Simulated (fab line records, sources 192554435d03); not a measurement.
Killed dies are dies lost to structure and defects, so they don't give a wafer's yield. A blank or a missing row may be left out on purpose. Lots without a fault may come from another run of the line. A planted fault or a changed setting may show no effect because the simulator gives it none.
Chamber matching | flow n5_finfet | N5_BEOL_M1_CO_CAP_55 on cvd_co-01: 3 sister chambers
The step material Co, precursor CCTBA/H2, target thk 2 nm, time 102.1 s. 3 wafers are shown with their chamber, then 7 later ones without.

WAFERS WITH THEIR CHAMBER
wafer  | chamber | heater_power_w (W)
L392.3 | 0       | 239
L395.3 | 1       | 272
L395.4 | 2       | 272

WAFERS WITHOUT THEIR CHAMBER
wafer  | heater_power_w (W)
L395.6 | 279
L394.1 | 237
L394.3 | 282
L394.5 | 242
L399.3 | 238
L399.4 | 270
L399.5 | 239

WHICH CHAMBER EACH WENT THROUGH
wafer  | from the rows above     | in truth
L395.6 | can't be placed: 1 or 2 | 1
L394.1 | 0                       | 0
L394.3 | can't be placed: 1 or 2 | 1
L394.5 | 0                       | 0
L399.3 | 0                       | 0
L399.4 | can't be placed: 1 or 2 | 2
L399.5 | 0                       | 0
Placed correctly: 4 of 7. Can't be placed from these rows: 3 (the true chamber is among the candidates in 3). Placed wrongly: 0.
How it was worked out, from the rows above alone: a wafer's distance from a chamber is the root of the sum, over the readings, of the square of ((its reading less the chamber's mean) divided by the reading's scatter). The wafer belongs to the nearest chamber; if the next one is less than 2 further off, it can't be placed. A chamber's mean is the mean of its shown wafers. The scatter: with one shown wafer a chamber, the root of the mean of the squares of how far each hidden wafer lies from its nearest shown one.
